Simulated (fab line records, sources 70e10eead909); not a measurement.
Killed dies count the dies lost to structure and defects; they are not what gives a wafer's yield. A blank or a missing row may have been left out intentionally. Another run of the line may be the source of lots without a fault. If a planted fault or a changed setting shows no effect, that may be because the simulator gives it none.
A single fault, viewed from 2 desks || flow nand harc || only its own numbers are on each desk; what lay behind them is given at the end

TOOL OWNER'S DESK, litho track-04
The tool's own readings at NHARC_A_CHANNEL_HOLE_D1_SOFTBAKE_05 (time 55 s): means of the sampled wafers that have a number, for each lot that ran on this tool. Marked OUT: a lot whose mean sits more than 4 standard deviations from the usual mean, which makes it out of limits; the brackets give that distance.
Columns: A = heater power total W at NHARC_A_CHANNEL_HOLE_D1_SOFTBAKE_05, usual 188.45 W
{"lot": "L373", "first seen here": "day 10 20:00", "A": 188.33}
{"lot": "L376", "first seen here": "day 12 07:00", "A": 188.52}
{"lot": "L381", "first seen here": "day 12 16:00", "A": "204.13 (+99 or more) OUT"}
{"lot": "L384", "first seen here": "day 13 14:00", "A": "204.13 (+99 or more) OUT"}
This desk's verdict: out of limits on L381, L384, starting with L381 at day 12 16:00 (heater power total W at NHARC_A_CHANNEL_HOLE_D1_SOFTBAKE_05). Within limits: L373, L376.

THE METROLOGY DESK
Lot by lot, what the gauges showed, no matter which tool ran the lot: averages of those sampled wafers that carry a number. Marked OUT: a lot whose mean sits more than 4 standard deviations from the usual mean, which makes it out of limits; the brackets give that distance.
Columns: A = thk nm at NHARC_A_ONON_D1_THK_MEAS_18, usual 998 nm; B = cd nm at NHARC_A_CHANNEL_HOLE_D1_CD_MEAS_10, usual 100.0 nm
{"lot": "L362", "first seen here": "day 8 03:15", "A": 992, "B": 100.2}
{"lot": "L363", "first seen here": "day 8 03:15", "A": 1002, "B": 99.6}
{"lot": "L365", "first seen here": "day 8 15:45", "A": 1001, "B": 99.9}
{"lot": "L366", "first seen here": "day 8 18:43", "A": 999, "B": 100.1}
{"lot": "L364", "first seen here": "day 8 22:07", "A": 1005, "B": 99.9}
{"lot": "L368", "first seen here": "day 8 22:07", "A": 983, "B": 100.1}
{"lot": "L371", "first seen here": "day 9 18:07", "A": 1001, "B": 100.0}
{"lot": "L372", "first seen here": "day 10 13:14", "A": 1003, "B": 100.4}
{"lot": "L373", "first seen here": "day 10 13:14", "A": 1000, "B": 99.5}
{"lot": "L375", "first seen here": "day 11 04:16", "A": 1012, "B": 100.3}
{"lot": "L376", "first seen here": "day 12 02:37", "A": 992, "B": 99.8}
{"lot": "L381", "first seen here": "day 12 10:19", "A": 989, "B": 99.3}
{"lot": "L384", "first seen here": "day 13 09:01", "A": 987, "B": 99.5}
This desk found nothing out of limits on any of the 13 lots.

ALL TOGETHER
An alarm could have come from the tool owner's desk at day 12 16:00, on L381, L384.
Metrology desk: nothing out of limits seen.
The metrology desk holds a record of L381, L384, inside its limits.
Of the lots named, all ran NHARC_A_CHANNEL_HOLE_D1_SOFTBAKE_05 on litho track-04.

WHAT THE SIMULATOR HAD INSERTED
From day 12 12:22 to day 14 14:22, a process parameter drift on litho track-04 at NHARC_A_CHANNEL_HOLE_D1_SOFTBAKE_05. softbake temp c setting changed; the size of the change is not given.
Lots struck among those shown: L381, L384.
How many hours passed from the start of the fault until each desk's first out-of-limits reading: the tool owner's desk, 4.
